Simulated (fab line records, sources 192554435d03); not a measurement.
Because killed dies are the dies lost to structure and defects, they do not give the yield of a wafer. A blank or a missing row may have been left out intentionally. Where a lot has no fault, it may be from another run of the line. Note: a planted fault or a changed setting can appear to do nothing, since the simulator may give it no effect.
Comparing a struck lot with a sound one -- flow n5 finfet -- 35 steps out of a route of 1938
Sound: the wafers L684.3, L684.5, L684.6. Struck: wafers L701.2, L701.5 (left out: L701.4, a lot-mate that was not struck); the cause follows at the end.
Per side, at each step with rows, come the tool, then ch with its chambers, and then its first start. Under that, the readings that differ: sound wafers -- struck wafers -- difference of the means -- sigmas: that difference in standard deviations of wafers without a fault.
alike: readings whose means differ by less than 2 such deviations, and words and numbers that are the same on both sides. not compared: withheld readings, readings that some wafer has no value for, bounds like >300 that may hide the same value, and numbers for which the record gives no deviation and whose values overlap.
The two part at a step that has a row with sigmas, a row that says differs or no value, or rows on one side only. Non-overlapping numbers with no deviation appear without sigmas and do not part them. A reading that every wafer of one side lacks parts them only if that side has two wafers or more.

first, 12 steps without rows for these wafers: N5_SD_EPI_P_ETCH_37 (etches SOC in N2/H2, overetch 108 nm, time 486 s); N5_SD_EPI_P_STRIP_38 (strips in N2/H2); N5_SD_EPI_P_ETCHBACK_46 (etches SiNx in CH3F/O2, stops on SiO2, target depth 17.5 nm); N5_SD_EPI_P_ETCH_47 (etches SiOCN in CH3F/O2, target depth 25 nm); N5_SD_EPI_P_ETCH_16 (etches SiO2 in CHF3/O2, target depth 5 nm); N5_SD_EPI_P_STRIP_50 (strips in CHF3/O2); N5_SD_EPI_P_SD_RECESS_17 (chemistry HBr/Cl2/O2, target depth 39.1 nm, bt time 3 s); N5_SD_EPI_P_WET_ETCH_45 (etches SiO2 in dHF, time 10.7 s, target depth 2 nm, rinse time 30 s); N5_SD_EPI_P_STRIP_40 (strips in N2/H2); N5_SD_EPI_P_PRECLEAN_52 (cleans in O3/DIW, time 60 s); N5_SD_EPI_P_SRD_20 (time 30 s); N5_SD_EPI_P_PRECLEAN_51 (cleans in NF3:NH3, afs cycles 1, time 20 s, sublimation time 60 s).
N5_SD_EPI_P_VAPOR_ETCH_44: etches SiGe30 in NF3/Ar, time 3.3 s.
  sound on epi rpcvd-04 ch 0, day 3 12:54; struck on epi rpcvd-04 ch 0, day 7 17:29
then, 20 steps without rows for these wafers: N5_SD_EPI_P_EPI_21 (deposits SiGe:B, time 355 s); N5_SD_EPI_P_HM_STRIP_48 (strips SiNx in H3PO4, material SiNx, target depth 3 nm); N5_SD_EPI_P_SRD_49 (time 30 s); N5_SD_EPI_P_PRECLEAN_24 (cleans in O3/DIW, time 45 s); N5_SD_EPI_P_PRECLEAN_32 (cleans in dHF, time 10 s); N5_SD_EPI_P_PRECLEAN_33 (cleans in SC2, time 45 s); N5_SD_EPI_P_SRD_25 (time 30 s); N5_SD_ACTIVATION_RTA_00 (time 0 s); N5_SD_ACTIVATION_LSA_01 (time 0.0008 s); N5_ILD0_LINER_00 (material SiNx, target thk 4 nm, pulse time 1 s, purge time 2 s); N5_ILD0_FCVD_FILL_01 (material SiO2 flowable, target thk 200 nm, time 328.3 s); N5_ILD0_CURE_02 (time 1800 s); N5_ILD0_CMP_03 (polishes, stops on SiNx, t overpolish 1.9 s, target thk 197.38 nm); N5_ILD0_CMP_07 (polishes SiO2 flowable, stops on poly-Si, t overpolish 1.18 s, target thk 138.88 nm); N5_ILD0_PRECLEAN_10 (cleans in NF3:NH3, afs cycles 5, time 20 s, sublimation time 60 s); N5_ILD0_ALD_15 (deposits SiNx, target thk 24 nm, pulse time 1 s, ald cycles 480); N5_ILD0_CMP_12 (polishes SiNx, stops on poly-Si, t overpolish 6 s, target thk 17.67 nm); N5_SDB_HM_DEP_00 (deposits SiNx from SiH4/NH3/N2, target thk 40 nm, time 35.3 s); N5_SDB_COAT_03 (time 60 s, resist thk 100 nm); N5_SDB_COAT_04 (time 60 s, resist thk 18 nm).
-- the record jumps here: 5 days lie between the struck wafers' starts before and after (it left off in module SDB and takes up again in module BEOL_M4, whose first step shown is number 1111 of the route) --
N5_BEOL_M4_RC_MEAS_101:
  sound on prober-01 ch 0, day 8 10:14; struck on prober-02 ch 0, day 12 12:56
reading,sound,struck,difference,sigmas
DIBL_P (mV/V),37.6 36.5 34.3,46.5 48.0,+11.1,+7
IOFF_P (nA/um),0.249 0.237 0.211,0.678 0.778,+0.496,+18
IOFF_P_85C (nA/um),4.2 4.1 3.7,9.7 10.9,+6.3,+15
IOFF_P_LIN (nA/um),0.111 0.110 0.104,0.253 0.281,+0.159,+14
ION_P (uA/um),464 467 469,508 518,+46,+7
REXT_P (ohm.um),105.9 105.8 103.1,86.7 87.0,-18.1,-7
SS_P (mV/dec),74.6 73.4 73.3,75.4 76.6,+2.2,+4
VT_N (mV),250.1 250.8 254.0,247.4 244.4,-5.7,-2
VT_P (mV),-248.0 -250.0 -248.7,-229.8 -227.5,+20.2,+7
VT_P_LVT (mV),-95.3 -96.4 -97.1,-79.2 -78.0,+17.7,+8
  alike: DIBL_N, IOFF_N, ION_N, SS_N
-- here the record skips 5 days between the struck wafers' starts before and after, leaving off in module BEOL_M4 and picking up in module PASSIVATION (first step shown: number 1936 of the route) --
N5_PASSIVATION_PROBE_49:
  sound on prober-02 at day 12 20:52; struck on prober-02 at day 17 01:32
reading,sound,struck,difference,sigmas
sort_bin_4_leakage (%),0 0 0,53.90 78.14,+66.02,
sort n pass,1092 1059 1037,411 167,-774,-48
sort yield pct (%),92.5 89.7 87.9,34.8 14.2,-65.5,-47
  alike: defect limited yield, killed_at_M0_to_M3, killed_at_M4_up, killed at contacts, killed at front end, killed at other, killed dies, killed open, killed short, sort_bin_5_function, sort_bin_6_memory

== WHERE THEY PART ==
First at N5_BEOL_M4_RC_MEAS_101; last, within this record, at N5_PASSIVATION_PROBE_49.

WHY: what had been put in by the simulator
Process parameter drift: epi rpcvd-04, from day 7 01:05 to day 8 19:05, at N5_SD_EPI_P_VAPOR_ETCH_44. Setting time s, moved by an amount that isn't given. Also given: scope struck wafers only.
